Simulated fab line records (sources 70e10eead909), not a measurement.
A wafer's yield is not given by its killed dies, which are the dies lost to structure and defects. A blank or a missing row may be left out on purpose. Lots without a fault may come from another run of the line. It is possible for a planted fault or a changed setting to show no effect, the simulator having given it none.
Matching of chambers :: flow nand-harc :: NHARC_A_WL_FILL_ALD_00 on ald-hk-04: 4 sister chambers
The step deposits Al2O3, target thk 3 nm, pulse time 3 s, ald cycles 30. 16 wafers are shown with their chamber, then 8 later ones without.

## WAFERS PAIRED WITH THEIR CHAMBERS
wafer: L075.1
chamber: 3
heater-power-w (W): 394
precursor-pulse-height-rel: 1.004

wafer: L075.2
chamber: 0
heater-power-w (W): 402
precursor-pulse-height-rel: 0.989

wafer: L075.5
chamber: 0
heater-power-w (W): 389
precursor-pulse-height-rel: 0.973

wafer: L079.3
chamber: 3
heater-power-w (W): 386
precursor-pulse-height-rel: 0.988

wafer: L079.4
chamber: 1
heater-power-w (W): 526
precursor-pulse-height-rel: 1.018

wafer: L079.6
chamber: 2
heater-power-w (W): 410
precursor-pulse-height-rel: 1.033

wafer: L078.4
chamber: 0
heater-power-w (W): 394
precursor-pulse-height-rel: 0.968

wafer: L078.5
chamber: 1
heater-power-w (W): 514
precursor-pulse-height-rel: 1.014

wafer: L078.6
chamber: 0
heater-power-w (W): 405
precursor-pulse-height-rel: 1.024

wafer: L080.2
chamber: 2
heater-power-w (W): 402
precursor-pulse-height-rel: 1.009

wafer: L080.4
chamber: 3
heater-power-w (W): 382
precursor-pulse-height-rel: 1.037

wafer: L080.5
chamber: 0
heater-power-w (W): 411
precursor-pulse-height-rel: 0.958

wafer: L083.2
chamber: 1
heater-power-w (W): 551
precursor-pulse-height-rel: 0.995

wafer: L083.3
chamber: 0
heater-power-w (W): 402
precursor-pulse-height-rel: 0.984

wafer: L083.5
chamber: 2
heater-power-w (W): 403
precursor-pulse-height-rel: 0.997

wafer: L086.2
chamber: 3
heater-power-w (W): 391
precursor-pulse-height-rel: 0.957

SIGNATURES (means of the wafers above)
reading: heater-power-w
chamber 0: 400.50
chamber 1: 530.33
chamber 2: 405.00
chamber 3: 388.25
scatter within a chamber: 9.77

reading: precursor-pulse-height-rel
chamber 0: 0.98267
chamber 1: 1.00900
chamber 2: 1.01300
chamber 3: 0.99650
scatter within a chamber: 0.0241
Rule: a wafer's distance from a chamber is the root of the sum, over the readings, of the square of ((its reading less the chamber's mean) divided by the reading's scatter). If the next closest chamber is less than 2 further off than the closest, the wafer can't be placed; otherwise it belongs to the closest. The scatter: take each reading less its chamber's mean, square it, sum over the shown wafers, divide by the number of wafers less the number of chambers, and take the root.

## WAFERS MISSING THEIR CHAMBER
wafer: L086.4
heater-power-w (W): 415
precursor-pulse-height-rel: 1.040

wafer: L086.6
heater-power-w (W): 383
precursor-pulse-height-rel: 1.015

wafer: L087.1
heater-power-w (W): 399
precursor-pulse-height-rel: 0.974

wafer: L087.2
heater-power-w (W): 524
precursor-pulse-height-rel: 0.996

wafer: L087.6
heater-power-w (W): 402
precursor-pulse-height-rel: 0.991

wafer: L096.4
heater-power-w (W): 511
precursor-pulse-height-rel: 0.998

wafer: L096.5
heater-power-w (W): 502
precursor-pulse-height-rel: 1.039

wafer: L096.6
heater-power-w (W): 391
precursor-pulse-height-rel: 0.979

## WHICH CHAMBER EACH ONE RAN IN
wafer: L086.4
from the rows above: can't be placed: 2 or 0 or 3
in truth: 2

wafer: L086.6
from the rows above: can't be placed: 3 or 0 or 2
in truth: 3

wafer: L087.1
from the rows above: can't be placed: 0 or 3 or 2
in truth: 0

wafer: L087.2
from the rows above: 1
in truth: 1

wafer: L087.6
from the rows above: can't be placed: 0 or 2 or 3
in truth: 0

wafer: L096.4
from the rows above: 1
in truth: 1

wafer: L096.5
from the rows above: 1
in truth: 1

wafer: L096.6
from the rows above: can't be placed: 3 or 0 or 2
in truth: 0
Placed correctly: 3 of 8. Unplaceable from these rows: 5, with the true chamber sitting among the candidates in 5. 0 placed wrongly.
